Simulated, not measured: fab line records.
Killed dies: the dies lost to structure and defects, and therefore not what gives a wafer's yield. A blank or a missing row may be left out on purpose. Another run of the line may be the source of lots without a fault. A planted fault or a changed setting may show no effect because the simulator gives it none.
Matching of chambers | flow n5-finfet | N5_BEOL_M7_ILD_DEP_00 on pecvd-03: 3 sister chambers
The step deposits SiCOH lowk from DEMS/porogen, target thk 179.75 nm, time 33.4 s. 6 wafers are shown with their chamber, then 8 later ones without.

## WAFERS WITH THEIR CHAMBER
wafer  | chamber | heater-power-w (W) | throttle-valve-pct (%)
L082.2 | 2       | 226                | 13.1
L084.6 | 1       | 397                | 13.8
L086.1 | 2       | 239                | 13.2
L086.3 | 0       | 323                | 13.3
L086.6 | 1       | 376                | 13.6
L091.3 | 0       | 315                | 13.0

## WAFERS WHOSE CHAMBER IS MISSING
wafer  | heater-power-w (W) | throttle-valve-pct (%)
L091.5 | 313                | 13.2
L091.6 | 352                | 13.6
L095.2 | 200                | 13.0
L095.3 | 281                | 13.5
L095.4 | 356                | 13.8
L096.2 | 313                | 13.3
L096.3 | 235                | 13.2
L096.4 | 242                | 13.2

## EACH ONE'S CHAMBER
wafer  | from the rows above     | in truth
L091.5 | 0                       | 0
L091.6 | can't be placed: 1 or 0 | 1
L095.2 | 2                       | 2
L095.3 | can't be placed: 0 or 2 | 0
L095.4 | 1                       | 1
L096.2 | 0                       | 0
L096.3 | 2                       | 2
L096.4 | 2                       | 2
Correct placement for 6 of the 8. These rows do not allow placing 2 (true chamber among the candidates in 2). 0 placed wrongly.
How it was worked out, from the rows above alone: a wafer's distance from a chamber is the root of the sum, over the readings, of the square of ((its reading less the chamber's mean) divided by the reading's scatter). The wafer belongs to the nearest chamber; if the next one is less than 2 further off, it can't be placed. For every chamber, the mean is computed from those of its wafers that are shown. The scatter: the root of (the sum of the squares of (reading less its chamber's mean) over the shown wafers, divided by (wafers less chambers)).
